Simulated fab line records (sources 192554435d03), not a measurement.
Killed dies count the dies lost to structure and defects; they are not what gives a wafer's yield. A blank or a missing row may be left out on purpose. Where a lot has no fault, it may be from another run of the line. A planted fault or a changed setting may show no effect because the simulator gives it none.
One fault seen from 3 desks :: flow n5-finfet :: numbers are kept per desk, each desk with only its own; the story behind them comes last

## AT THE METROLOGY DESK
Lot by lot, what the gauges showed, no matter which tool ran the lot: averages of those sampled wafers that carry a number. A lot is out of limits, marked OUT, if its mean lies more than 4 standard deviations from the usual mean; the brackets give that distance. Shown here are 7 of its 31 readings, the ones lying furthest out on some lot.
Columns: A = M8_THK at N5_BEOL_M8_THK_MEAS_53, usual 82 nm; B = M8_RS at N5_BEOL_M8_RS_MEAS_57, usual 0.285 ohm/sq; C = cd-nm at N5_BEOL_M9_CD_MEAS_11, usual 63.8 nm; D = COMB_M13 at N5_BEOL_M15_RC_MEAS_101, usual 5.8e-12 S/m; E = COMB_M15 at N5_BEOL_M15_RC_MEAS_101, usual 3.5e-12 S/m; F = SERP_M8 at N5_BEOL_M15_RC_MEAS_101, usual 13.9 ohm/um; G = SERP_M8_max_site at N5_BEOL_M15_RC_MEAS_101, usual 14.5 ohm/um
lot: L413
first seen here: day 9 09:49
A: 78
B: 0.305
C: 64.4
D: 7.2e-12
E: 3.3e-12
F: 15.3
G: 15.7

lot: L422
first seen here: day 11 05:47
A: 84
B: 0.274
C: 64.6
D: 8.7e-12
E: 4.7e-12
F: 12.9
G: 13.3

lot: L423
first seen here: day 12 00:17
A: 76
B: 0.312
C: 63.8
D: 5.0e-12
E: 2.8e-12
F: 15.6
G: 16.0

lot: L426
first seen here: day 12 21:59
A: 78
B: 0.298
C: 65.1
D: 5.7e-12
E: 2.9e-12
F: 17.1
G: 17.6

lot: L435
first seen here: day 14 22:53
A: 84
B: 0.274
C: 64.2
D: 5.2e-12
E: 3.8e-12
F: 13.2
G: 13.8
Finding of this desk: none of the 5 lots has anything out of limits.

## AT THE TOOL OWNER'S DESK: ald-metal-01
The tool's own readings at N5_BEOL_M8_ALD_77 (deposits TaN, target thk 2 nm, pulse time 2 s, purge time 3 s): means of the sampled wafers that have a number, for each lot that ran on this tool. A lot is out of limits, marked OUT, if its mean lies more than 4 standard deviations from the usual mean; the brackets give that distance.
Columns: A = heater-power-w at N5_BEOL_M8_ALD_77, usual 414 W
lot: L423
first seen here: day 12 02:57
A: 405

lot: L426
first seen here: day 12 22:52
A: 410
Finding of this desk: none of the 2 lots has anything out of limits.

## THE DEFECT DESK
For each lot, the counts of the inspections along the route, averaged over the sampled wafers that have a number. A lot is out of limits, marked OUT, if its mean lies more than 4 standard deviations from the usual mean; the brackets give that distance.
Columns: A = raw-defect-count at N5_BEOL_M8_INSPECT_58, usual 85; B = raw-defect-count at N5_BEOL_M9_INSPECT_13, usual 430
lot: L413
first seen here: day 9 12:59
A: 65
B: 350

lot: L422
first seen here: day 11 08:15
A: 57
B: 362

lot: L423
first seen here: day 12 04:58
A: 104
B: 425

lot: L426
first seen here: day 13 00:36
A: 91
B: 467

lot: L435
first seen here: day 15 02:20
A: 79
B: 425
Finding of this desk: none of the 5 lots has anything out of limits.

## BROUGHT TOGETHER
Metrology desk: nothing out of limits seen.
The desk of the tool owner found nothing out of limits.
Nothing out of limits was seen by the defect desk.

## WHAT THE SIMULATOR HAD INSERTED
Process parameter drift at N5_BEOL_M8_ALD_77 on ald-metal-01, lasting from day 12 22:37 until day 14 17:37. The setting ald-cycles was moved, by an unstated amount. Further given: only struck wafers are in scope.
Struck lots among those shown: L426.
